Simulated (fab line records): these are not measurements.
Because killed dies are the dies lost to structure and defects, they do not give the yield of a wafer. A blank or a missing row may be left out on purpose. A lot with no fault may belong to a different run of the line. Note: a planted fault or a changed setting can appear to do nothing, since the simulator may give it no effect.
The tool behind it: which one? / flow n5Finfet / 72 wafers from 24 lots sampled at 5 of the route's 1938 steps

WHAT EACH GAUGE READ, for each wafer
N5_BEOL_M9_OVL_MEAS_12.
lot=L074; measured=day 11 01:02; on=overlay-01; M9_OVL (nm)=0.1 0.0 -0.2
lot=L075; measured=day 11 21:17; on=overlay-01; M9_OVL (nm)=1.2 0.5 0.6
lot=L078; measured=day 12 02:25; on=overlay-01; M9_OVL (nm)=-0.1 -0.2 0.1
lot=L076; measured=day 12 05:43; on=overlay-01; M9_OVL (nm)=-1.0 -1.3 -1.2
lot=L077; measured=day 12 06:42; on=overlay-02; M9_OVL (nm)=-0.9 -0.9 -0.4
lot=L079; measured=day 12 15:49; on=overlay-02; M9_OVL (nm)=0.7 0.4 1.6
lot=L083; measured=day 13 02:16; on=overlay-02; M9_OVL (nm)=0.1 -0.3 0.0
lot=L082; measured=day 13 04:19; on=overlay-02; M9_OVL (nm)=-0.7 0.3 -0.6
lot=L080; measured=day 13 12:13; on=overlay-02; M9_OVL (nm)=0.2 0.8 0.0
lot=L081; measured=day 13 18:10; on=overlay-01; M9_OVL (nm)=0.1 0.8 -0.3
lot=L084; measured=day 14 01:03; on=overlay-01; M9_OVL (nm)=0.1 1.7 0.6
lot=L085; measured=day 14 06:02; on=overlay-02; M9_OVL (nm)=0.6 0.1 0.4
lot=L088; measured=day 14 14:13; on=overlay-02; M9_OVL (nm)=0.9 1.9 1.7
lot=L087; measured=day 14 23:17; on=overlay-01; M9_OVL (nm)=-0.2 -0.8 0.1
lot=L089; measured=day 15 01:49; on=overlay-02; M9_OVL (nm)=-0.1 0.4 0.3
lot=L086; measured=day 15 07:14; on=overlay-02; M9_OVL (nm)=-1.4 -0.8 -1.0
lot=L091; measured=day 15 09:45; on=overlay-02; M9_OVL (nm)=0.3 0.4 -0.1
lot=L093; measured=day 16 00:23; on=overlay-02; M9_OVL (nm)=-0.7 -0.6 -0.6
lot=L092; measured=day 16 02:32; on=overlay-01; M9_OVL (nm)=0.4 -0.7 -0.2
lot=L090; measured=day 16 08:13; on=overlay-01; M9_OVL (nm)=-0.1 -0.1 -0.4
lot=L094; measured=day 16 17:39; on=overlay-01; M9_OVL (nm)=-1.0 -0.4 0.2
lot=L096; measured=day 17 00:25; on=overlay-01; M9_OVL (nm)=-1.8 -1.2 -1.3
lot=L097; measured=day 17 09:41; on=overlay-01; M9_OVL (nm)=-1.7 -0.6 -2.6
lot=L095; measured=day 17 17:27; on=overlay-02; M9_OVL (nm)=0.2 0.6 -0.9

N5_BEOL_M9_THK_MEAS_53: measures by xrf.
lot=L074; measured=day 11 07:57; on=filmMetro-01; M9_THK (nm)=136 137 139
lot=L075; measured=day 12 02:56; on=filmMetro-02; M9_THK (nm)=137 136 133
lot=L078; measured=day 12 06:41; on=filmMetro-02; M9_THK (nm)=136 134 137
lot=L076; measured=day 12 09:41; on=filmMetro-02; M9_THK (nm)=137 140 141
lot=L077; measured=day 12 13:32; on=filmMetro-02; M9_THK (nm)=136 141 137
lot=L079; measured=day 12 21:47; on=filmMetro-02; M9_THK (nm)=134 138 140
lot=L083; measured=day 13 06:24; on=filmMetro-02; M9_THK (nm)=136 140 138
lot=L082; measured=day 13 09:28; on=filmMetro-02; M9_THK (nm)=140 140 141
lot=L080; measured=day 13 16:26; on=filmMetro-02; M9_THK (nm)=145 139 145
lot=L081; measured=day 14 03:20; on=filmMetro-01; M9_THK (nm)=135 136 143
lot=L084; measured=day 14 07:19; on=filmMetro-02; M9_THK (nm)=139 138 139
lot=L085; measured=day 14 11:35; on=filmMetro-01; M9_THK (nm)=131 141 144
lot=L088; measured=day 14 21:53; on=filmMetro-01; M9_THK (nm)=140 143 136
lot=L087; measured=day 15 04:16; on=filmMetro-02; M9_THK (nm)=145 141 131
lot=L089; measured=day 15 10:06; on=filmMetro-02; M9_THK (nm)=137 138 143
lot=L086; measured=day 15 11:24; on=filmMetro-01; M9_THK (nm)=137 131 139
lot=L091; measured=day 15 14:23; on=filmMetro-01; M9_THK (nm)=143 136 142
lot=L093; measured=day 16 04:50; on=filmMetro-01; M9_THK (nm)=136 138 136
lot=L092; measured=day 16 06:40; on=filmMetro-02; M9_THK (nm)=137 138 137
lot=L090; measured=day 16 13:15; on=filmMetro-01; M9_THK (nm)=141 142 144
lot=L094; measured=day 17 02:37; on=filmMetro-02; M9_THK (nm)=133 136 138
lot=L096; measured=day 17 05:33; on=filmMetro-01; M9_THK (nm)=133 146 137
lot=L097; measured=day 17 18:23; on=filmMetro-02; M9_THK (nm)=136 141 136
lot=L095; measured=day 17 23:25; on=filmMetro-02; M9_THK (nm)=136 145 137

WHAT TOOL EACH LOT RAN ON (gives the tool, then ch and the chambers of the sampled wafers, and finally the start)
lot=L074; N5_BEOL_M8_CMP_52=cmp-01 ch 0,2,3, day 10 21:42; N5_BEOL_M9_ETCH_65=rieDiel-06 ch 0,1,3, day 11 04:55; N5_BEOL_M9_PRE_CLEAN_45=pvdSputter-01, day 11 05:58
lot=L075; N5_BEOL_M8_CMP_52=cmp-03 ch 1,2, day 11 18:19; N5_BEOL_M9_ETCH_65=rieDiel-06 ch 2,3, day 11 22:36; N5_BEOL_M9_PRE_CLEAN_45=pvdSputter-03, day 12 01:20
lot=L078; N5_BEOL_M8_CMP_52=cmp-01 ch 0,3, day 11 23:12; N5_BEOL_M9_ETCH_65=rieDiel-03 ch 0,2,3, day 12 03:34; N5_BEOL_M9_PRE_CLEAN_45=pvdSputter-02, day 12 04:48
lot=L076; N5_BEOL_M8_CMP_52=cmp-04 ch 1,2,3, day 12 03:52; N5_BEOL_M9_ETCH_65=rieDiel-03 ch 1,2, day 12 06:46; N5_BEOL_M9_PRE_CLEAN_45=pvdSputter-02, day 12 08:02
lot=L077; N5_BEOL_M8_CMP_52=cmp-01 ch 0,2,3, day 12 04:19; N5_BEOL_M9_ETCH_65=rieDiel-06 ch 0,2,3, day 12 10:07; N5_BEOL_M9_PRE_CLEAN_45=pvdSputter-02, day 12 12:12
lot=L079; N5_BEOL_M8_CMP_52=cmp-04 ch 1,2,3, day 12 12:16; N5_BEOL_M9_ETCH_65=rieDiel-03 ch 1,2,3, day 12 18:06; N5_BEOL_M9_PRE_CLEAN_45=pvdSputter-03, day 12 19:08
lot=L083; N5_BEOL_M8_CMP_52=cmp-01 ch 1,2,3, day 13 00:28; N5_BEOL_M9_ETCH_65=rieDiel-06 ch 0,2,3, day 13 03:16; N5_BEOL_M9_PRE_CLEAN_45=pvdSputter-03, day 13 04:20
lot=L082; N5_BEOL_M8_CMP_52=cmp-04 ch 0,1, day 13 01:30; N5_BEOL_M9_ETCH_65=rieDiel-06 ch 0,1,3, day 13 06:52; N5_BEOL_M9_PRE_CLEAN_45=pvdSputter-03, day 13 08:06
lot=L080; N5_BEOL_M8_CMP_52=cmp-03 ch 0,2, day 13 09:29; N5_BEOL_M9_ETCH_65=rieDiel-02 ch 0,1,2, day 13 13:20; N5_BEOL_M9_PRE_CLEAN_45=pvdSputter-03, day 13 14:41
lot=L081; N5_BEOL_M8_CMP_52=cmp-04 ch 0,1,3, day 13 14:13; N5_BEOL_M9_ETCH_65=rieDiel-02 ch 0,2,3, day 14 00:21; N5_BEOL_M9_PRE_CLEAN_45=pvdSputter-03, day 14 01:20
lot=L084; N5_BEOL_M8_CMP_52=cmp-04 ch 1,2, day 13 19:31; N5_BEOL_M9_ETCH_65=rieDiel-06 ch 0,1,3, day 14 04:33; N5_BEOL_M9_PRE_CLEAN_45=pvdSputter-01, day 14 05:56
lot=L085; N5_BEOL_M8_CMP_52=cmp-01 ch 0,2,3, day 14 02:33; N5_BEOL_M9_ETCH_65=rieDiel-02 ch 1,2,3, day 14 08:37; N5_BEOL_M9_PRE_CLEAN_45=pvdSputter-03, day 14 09:49
lot=L088; N5_BEOL_M8_CMP_52=cmp-01 ch 0,1, day 14 11:33; N5_BEOL_M9_ETCH_65=rieDiel-03 ch 0,1,3, day 14 19:25; N5_BEOL_M9_PRE_CLEAN_45=pvdSputter-02, day 14 20:26
lot=L087; N5_BEOL_M8_CMP_52=cmp-01 ch 0,2,3, day 14 20:23; N5_BEOL_M9_ETCH_65=rieDiel-02 ch 1,2,3, day 15 01:12; N5_BEOL_M9_PRE_CLEAN_45=pvdSputter-03, day 15 02:12
lot=L089; N5_BEOL_M8_CMP_52=cmp-01 ch 1,2, day 14 22:14; N5_BEOL_M9_ETCH_65=rieDiel-03 ch 0,1,2, day 15 04:45; N5_BEOL_M9_PRE_CLEAN_45=pvdSputter-01, day 15 06:40
lot=L086; N5_BEOL_M8_CMP_52=cmp-03 ch 0,3, day 15 05:25; N5_BEOL_M9_ETCH_65=rieDiel-03 ch 0,1,2, day 15 08:22; N5_BEOL_M9_PRE_CLEAN_45=pvdSputter-03, day 15 09:31
lot=L091; N5_BEOL_M8_CMP_52=cmp-04 ch 0,2,3, day 15 07:07; N5_BEOL_M9_ETCH_65=rieDiel-02 ch 0,1,2, day 15 11:20; N5_BEOL_M9_PRE_CLEAN_45=pvdSputter-02, day 15 12:32
lot=L093; N5_BEOL_M8_CMP_52=cmp-03 ch 0,2,3, day 15 22:24; N5_BEOL_M9_ETCH_65=rieDiel-06 ch 0,3, day 16 01:26; N5_BEOL_M9_PRE_CLEAN_45=pvdSputter-02, day 16 02:48
lot=L092; N5_BEOL_M8_CMP_52=cmp-01 ch 1,2,3, day 16 00:21; N5_BEOL_M9_ETCH_65=rieDiel-03 ch 1,2,3, day 16 03:56; N5_BEOL_M9_PRE_CLEAN_45=pvdSputter-03, day 16 05:07
lot=L090; N5_BEOL_M8_CMP_52=cmp-01 ch 1,3, day 16 05:12; N5_BEOL_M9_ETCH_65=rieDiel-06 ch 0,1,3, day 16 09:29; N5_BEOL_M9_PRE_CLEAN_45=pvdSputter-01, day 16 11:19
lot=L094; N5_BEOL_M8_CMP_52=cmp-04 ch 2,3, day 16 13:11; N5_BEOL_M9_ETCH_65=rieDiel-06 ch 0,1,2, day 16 23:56; N5_BEOL_M9_PRE_CLEAN_45=pvdSputter-03, day 17 01:05
lot=L096; N5_BEOL_M8_CMP_52=cmp-04 ch 0,2,3, day 16 18:44; N5_BEOL_M9_ETCH_65=rieDiel-02 ch 0,1,3, day 17 03:04; N5_BEOL_M9_PRE_CLEAN_45=pvdSputter-01, day 17 04:02
lot=L097; N5_BEOL_M8_CMP_52=cmp-01 ch 0,2,3, day 17 07:19; N5_BEOL_M9_ETCH_65=rieDiel-02 ch 1,2, day 17 11:34; N5_BEOL_M9_PRE_CLEAN_45=pvdSputter-02, day 17 16:56
lot=L095; N5_BEOL_M8_CMP_52=cmp-04 ch 0,1,3, day 17 11:32; N5_BEOL_M9_ETCH_65=rieDiel-02 ch 0,1, day 17 20:56; N5_BEOL_M9_PRE_CLEAN_45=pvdSputter-03, day 17 22:02
- N5_BEOL_M8_CMP_52: polishes, stops on SiCOH lowk, t overpolish 6.9 s, target thk 80 nm.
- N5_BEOL_M9_ETCH_65: etches SiARC in CF4, target depth 15.6 nm, time 26 s.
- N5_BEOL_M9_PRE_CLEAN_45: time 30 s.

WHAT THE TOOLS THEMSELVES READ (means of the sampled wafers that have a number; where no wafer has one, the mark that the record gives instead)
N5_BEOL_M8_CMP_52.
lot=L074; tool=cmp-01; barrierFieldEndpointS (s)=29.8; motorCurrentA (A)=6.3; overpolishRunS (s)=6.897; timeToEndpointS (s)=63
lot=L075; tool=cmp-03; barrierFieldEndpointS (s)=28.6; motorCurrentA (A)=6.2; overpolishRunS (s)=6.898; timeToEndpointS (s)=62
lot=L078; tool=cmp-01; barrierFieldEndpointS (s)=29.2; motorCurrentA (A)=6.1; overpolishRunS (s)=6.895; timeToEndpointS (s)=65
lot=L076; tool=cmp-04; barrierFieldEndpointS (s)=29.4; motorCurrentA (A)=6.3; overpolishRunS (s)=6.892; timeToEndpointS (s)=64
lot=L077; tool=cmp-01; barrierFieldEndpointS (s)=29.4; motorCurrentA (A)=6.3; overpolishRunS (s)=6.899; timeToEndpointS (s)=63
lot=L079; tool=cmp-04; barrierFieldEndpointS (s)=29.7; motorCurrentA (A)=6.1; overpolishRunS (s)=6.893; timeToEndpointS (s)=65
lot=L083; tool=cmp-01; barrierFieldEndpointS (s)=29.7; motorCurrentA (A)=5.7; overpolishRunS (s)=6.898; timeToEndpointS (s)=66
lot=L082; tool=cmp-04; barrierFieldEndpointS (s)=29.5; motorCurrentA (A)=6.3; overpolishRunS (s)=6.899; timeToEndpointS (s)=69
lot=L080; tool=cmp-03; barrierFieldEndpointS (s)=28.7; motorCurrentA (A)=6.5; overpolishRunS (s)=6.900; timeToEndpointS (s)=61
lot=L081; tool=cmp-04; barrierFieldEndpointS (s)=30.2; motorCurrentA (A)=6.5; overpolishRunS (s)=6.903; timeToEndpointS (s)=68
lot=L084; tool=cmp-04; barrierFieldEndpointS (s)=30.0; motorCurrentA (A)=6.4; overpolishRunS (s)=6.891; timeToEndpointS (s)=66
lot=L085; tool=cmp-01; barrierFieldEndpointS (s)=28.9; motorCurrentA (A)=6.4; overpolishRunS (s)=6.898; timeToEndpointS (s)=66
lot=L088; tool=cmp-01; barrierFieldEndpointS (s)=28.0; motorCurrentA (A)=6.0; overpolishRunS (s)=6.908; timeToEndpointS (s)=59
lot=L087; tool=cmp-01; barrierFieldEndpointS (s)=29.0; motorCurrentA (A)=6.1; overpolishRunS (s)=6.898; timeToEndpointS (s)=65
lot=L089; tool=cmp-01; barrierFieldEndpointS (s)=28.5; motorCurrentA (A)=5.8; overpolishRunS (s)=6.901; timeToEndpointS (s)=59
lot=L086; tool=cmp-03; barrierFieldEndpointS (s)=29.5; motorCurrentA (A)=6.4; overpolishRunS (s)=6.893; timeToEndpointS (s)=66
lot=L091; tool=cmp-04; barrierFieldEndpointS (s)=30.1; motorCurrentA (A)=6.0; overpolishRunS (s)=6.909; timeToEndpointS (s)=64
lot=L093; tool=cmp-03; barrierFieldEndpointS (s)=29.2; motorCurrentA (A)=6.4; overpolishRunS (s)=6.902; timeToEndpointS (s)=64
lot=L092; tool=cmp-01; barrierFieldEndpointS (s)=28.4; motorCurrentA (A)=5.5; overpolishRunS (s)=6.897; timeToEndpointS (s)=62
lot=L090; tool=cmp-01; barrierFieldEndpointS (s)=29.1; motorCurrentA (A)=5.7; overpolishRunS (s)=6.899; timeToEndpointS (s)=62
lot=L094; tool=cmp-04; barrierFieldEndpointS (s)=29.4; motorCurrentA (A)=5.9; overpolishRunS (s)=6.902; timeToEndpointS (s)=63
lot=L096; tool=cmp-04; barrierFieldEndpointS (s)=29.2; motorCurrentA (A)=6.1; overpolishRunS (s)=6.903; timeToEndpointS (s)=66
lot=L097; tool=cmp-01; barrierFieldEndpointS (s)=29.9; motorCurrentA (A)=6.2; overpolishRunS (s)=6.897; timeToEndpointS (s)=65
lot=L095; tool=cmp-04; barrierFieldEndpointS (s)=28.8; motorCurrentA (A)=6.4; overpolishRunS (s)=6.890; timeToEndpointS (s)=59

N5_BEOL_M9_ETCH_65.
lot=L074; tool=rieDiel-06; cf4FlowSccm (sccm)=99.93; drypumpMotorCurrentA (A)=5.6; etchRfOnTimeS (s)=26.2; oesProductAu (a.u.)=0.68; rfVppV (V)=184.2; showerheadPlenumPTorr (Torr)=2.13; throttleValvePct (%)=15.59
lot=L075; tool=rieDiel-06; cf4FlowSccm (sccm)=99.74; drypumpMotorCurrentA (A)=5.9; etchRfOnTimeS (s)=26.8; oesProductAu (a.u.)=0.63; rfVppV (V)=183.4; showerheadPlenumPTorr (Torr)=2.04; throttleValvePct (%)=15.75
lot=L078; tool=rieDiel-03; cf4FlowSccm (sccm)=100.14; drypumpMotorCurrentA (A)=5.4; etchRfOnTimeS (s)=26.4; oesProductAu (a.u.)=0.64; rfVppV (V)=185.5; showerheadPlenumPTorr (Torr)=2.19; throttleValvePct (%)=15.72
lot=L076; tool=rieDiel-03; cf4FlowSccm (sccm)=100.21; drypumpMotorCurrentA (A)=6.1; etchRfOnTimeS (s)=26.1; oesProductAu (a.u.)=0.62; rfVppV (V)=183.0; showerheadPlenumPTorr (Torr)=2.15; throttleValvePct (%)=15.72
lot=L077; tool=rieDiel-06; cf4FlowSccm (sccm)=99.93; drypumpMotorCurrentA (A)=5.7; etchRfOnTimeS (s)=26.3; oesProductAu (a.u.)=0.66; rfVppV (V)=182.9; showerheadPlenumPTorr (Torr)=2.07; throttleValvePct (%)=15.61
lot=L079; tool=rieDiel-03; cf4FlowSccm (sccm)=99.92; drypumpMotorCurrentA (A)=5.6; etchRfOnTimeS (s)=26.1; oesProductAu (a.u.)=0.61; rfVppV (V)=184.4; showerheadPlenumPTorr (Torr)=2.17; throttleValvePct (%)=15.79
lot=L083; tool=rieDiel-06; cf4FlowSccm (sccm)=100.07; drypumpMotorCurrentA (A)=5.7; etchRfOnTimeS (s)=26.2; oesProductAu (a.u.)=0.66; rfVppV (V)=182.4; showerheadPlenumPTorr (Torr)=2.07; throttleValvePct (%)=15.62
lot=L082; tool=rieDiel-06; cf4FlowSccm (sccm)=99.87; drypumpMotorCurrentA (A)=5.6; etchRfOnTimeS (s)=26.1; oesProductAu (a.u.)=0.67; rfVppV (V)=183.5; showerheadPlenumPTorr (Torr)=2.13; throttleValvePct (%)=15.62
lot=L080; tool=rieDiel-02; cf4FlowSccm (sccm)=100.07; drypumpMotorCurrentA (A)=5.5; etchRfOnTimeS (s)=25.5; oesProductAu (a.u.)=0.67; rfVppV (V)=184.7; showerheadPlenumPTorr (Torr)=2.15; throttleValvePct (%)=15.58
lot=L081; tool=rieDiel-02; cf4FlowSccm (sccm)=100.13; drypumpMotorCurrentA (A)=5.5; etchRfOnTimeS (s)=26.7; oesProductAu (a.u.)=0.62; rfVppV (V)=184.2; showerheadPlenumPTorr (Torr)=2.07; throttleValvePct (%)=15.70
lot=L084; tool=rieDiel-06; cf4FlowSccm (sccm)=99.67; drypumpMotorCurrentA (A)=5.6; etchRfOnTimeS (s)=26.4; oesProductAu (a.u.)=0.67; rfVppV (V)=183.3; showerheadPlenumPTorr (Torr)=2.12; throttleValvePct (%)=15.63
lot=L085; tool=rieDiel-02; cf4FlowSccm (sccm)=99.95; drypumpMotorCurrentA (A)=5.5; etchRfOnTimeS (s)=25.6; oesProductAu (a.u.)=0.64; rfVppV (V)=183.9; showerheadPlenumPTorr (Torr)=2.13; throttleValvePct (%)=15.69
lot=L088; tool=rieDiel-03; cf4FlowSccm (sccm)=99.90; drypumpMotorCurrentA (A)=5.8; etchRfOnTimeS (s)=26.2; oesProductAu (a.u.)=0.64; rfVppV (V)=185.4; showerheadPlenumPTorr (Torr)=2.17; throttleValvePct (%)=15.80
lot=L087; tool=rieDiel-02; cf4FlowSccm (sccm)=99.94; drypumpMotorCurrentA (A)=5.5; etchRfOnTimeS (s)=25.3; oesProductAu (a.u.)=0.64; rfVppV (V)=184.2; showerheadPlenumPTorr (Torr)=2.13; throttleValvePct (%)=15.71
lot=L089; tool=rieDiel-03; cf4FlowSccm (sccm)=99.97; drypumpMotorCurrentA (A)=5.9; etchRfOnTimeS (s)=25.9; oesProductAu (a.u.)=0.70; rfVppV (V)=183.5; showerheadPlenumPTorr (Torr)=2.16; throttleValvePct (%)=15.52
lot=L086; tool=rieDiel-03; cf4FlowSccm (sccm)=100.14; drypumpMotorCurrentA (A)=6.0; etchRfOnTimeS (s)=26.3; oesProductAu (a.u.)=0.69; rfVppV (V)=183.6; showerheadPlenumPTorr (Torr)=2.16; throttleValvePct (%)=15.52
lot=L091; tool=rieDiel-02; cf4FlowSccm (sccm)=99.70; drypumpMotorCurrentA (A)=5.5; etchRfOnTimeS (s)=25.1; oesProductAu (a.u.)=0.65; rfVppV (V)=184.1; showerheadPlenumPTorr (Torr)=2.14; throttleValvePct (%)=15.61
lot=L093; tool=rieDiel-06; cf4FlowSccm (sccm)=100.19; drypumpMotorCurrentA (A)=5.6; etchRfOnTimeS (s)=26.3; oesProductAu (a.u.)=0.67; rfVppV (V)=184.3; showerheadPlenumPTorr (Torr)=2.09; throttleValvePct (%)=15.53
lot=L092; tool=rieDiel-03; cf4FlowSccm (sccm)=100.16; drypumpMotorCurrentA (A)=5.6; etchRfOnTimeS (s)=25.5; oesProductAu (a.u.)=0.67; rfVppV (V)=184.3; showerheadPlenumPTorr (Torr)=2.17; throttleValvePct (%)=15.67
lot=L090; tool=rieDiel-06; cf4FlowSccm (sccm)=100.02; drypumpMotorCurrentA (A)=5.6; etchRfOnTimeS (s)=26.5; oesProductAu (a.u.)=0.65; rfVppV (V)=183.4; showerheadPlenumPTorr (Torr)=2.12; throttleValvePct (%)=15.67
lot=L094; tool=rieDiel-06; cf4FlowSccm (sccm)=100.25; drypumpMotorCurrentA (A)=5.6; etchRfOnTimeS (s)=26.6; oesProductAu (a.u.)=0.67; rfVppV (V)=183.2; showerheadPlenumPTorr (Torr)=2.07; throttleValvePct (%)=15.59
lot=L096; tool=rieDiel-02; cf4FlowSccm (sccm)=100.29; drypumpMotorCurrentA (A)=5.5; etchRfOnTimeS (s)=26.3; oesProductAu (a.u.)=0.69; rfVppV (V)=183.5; showerheadPlenumPTorr (Torr)=2.18; throttleValvePct (%)=15.47
lot=L097; tool=rieDiel-02; cf4FlowSccm (sccm)=100.27; drypumpMotorCurrentA (A)=5.5; etchRfOnTimeS (s)=24.9; oesProductAu (a.u.)=0.63; rfVppV (V)=183.4; showerheadPlenumPTorr (Torr)=2.16; throttleValvePct (%)=15.74
lot=L095; tool=rieDiel-02; cf4FlowSccm (sccm)=99.37; drypumpMotorCurrentA (A)=5.5; etchRfOnTimeS (s)=25.8; oesProductAu (a.u.)=0.65; rfVppV (V)=184.0; showerheadPlenumPTorr (Torr)=2.11; throttleValvePct (%)=15.55

N5_BEOL_M9_PRE_CLEAN_45.
lot=L074; tool=pvdSputter-01; heaterPowerW (W)=316
lot=L075; tool=pvdSputter-03; heaterPowerW (W)=345
lot=L078; tool=pvdSputter-02; heaterPowerW (W)=325
lot=L076; tool=pvdSputter-02; heaterPowerW (W)=305
lot=L077; tool=pvdSputter-02; heaterPowerW (W)=323
lot=L079; tool=pvdSputter-03; heaterPowerW (W)=326
lot=L083; tool=pvdSputter-03; heaterPowerW (W)=346
lot=L082; tool=pvdSputter-03; heaterPowerW (W)=338
lot=L080; tool=pvdSputter-03; heaterPowerW (W)=313
lot=L081; tool=pvdSputter-03; heaterPowerW (W)=337
lot=L084; tool=pvdSputter-01; heaterPowerW (W)=338
lot=L085; tool=pvdSputter-03; heaterPowerW (W)=334
lot=L088; tool=pvdSputter-02; heaterPowerW (W)=327
lot=L087; tool=pvdSputter-03; heaterPowerW (W)=334
lot=L089; tool=pvdSputter-01; heaterPowerW (W)=351
lot=L086; tool=pvdSputter-03; heaterPowerW (W)=347
lot=L091; tool=pvdSputter-02; heaterPowerW (W)=310
lot=L093; tool=pvdSputter-02; heaterPowerW (W)=340
lot=L092; tool=pvdSputter-03; heaterPowerW (W)=326
lot=L090; tool=pvdSputter-01; heaterPowerW (W)=345
lot=L094; tool=pvdSputter-03; heaterPowerW (W)=325
lot=L096; tool=pvdSputter-01; heaterPowerW (W)=340
lot=L097; tool=pvdSputter-02; heaterPowerW (W)=300
lot=L095; tool=pvdSputter-03; heaterPowerW (W)=315

THE ANSWER, worked out from the rows above alone
Rule: what is usual is taken from the lots themselves. Put in order of their means at a reading, lots are off if they are a third of the lots or fewer, leave a main group of 4 or more, and stand apart from it by a gap of 3 or more times the standard deviation of the main group's means; of several such gaps the widest counts. If all means in a main group match to the digits the tables above print for the reading, that group is not used. A lot without any number at a reading at which 4 lots or more have one is off too. The other lots that the step has rows for count as sound. Order of review: gauges by route order, followed by the tools' own readings, for which a lot's mean as printed above is used. At the first step where some lot is off, the reading lying furthest off is the one used; lots without a number count as furthest.
No lot is off at any reading shown: from this, nothing can be told.

WHAT THE SIMULATOR HAD INSERTED
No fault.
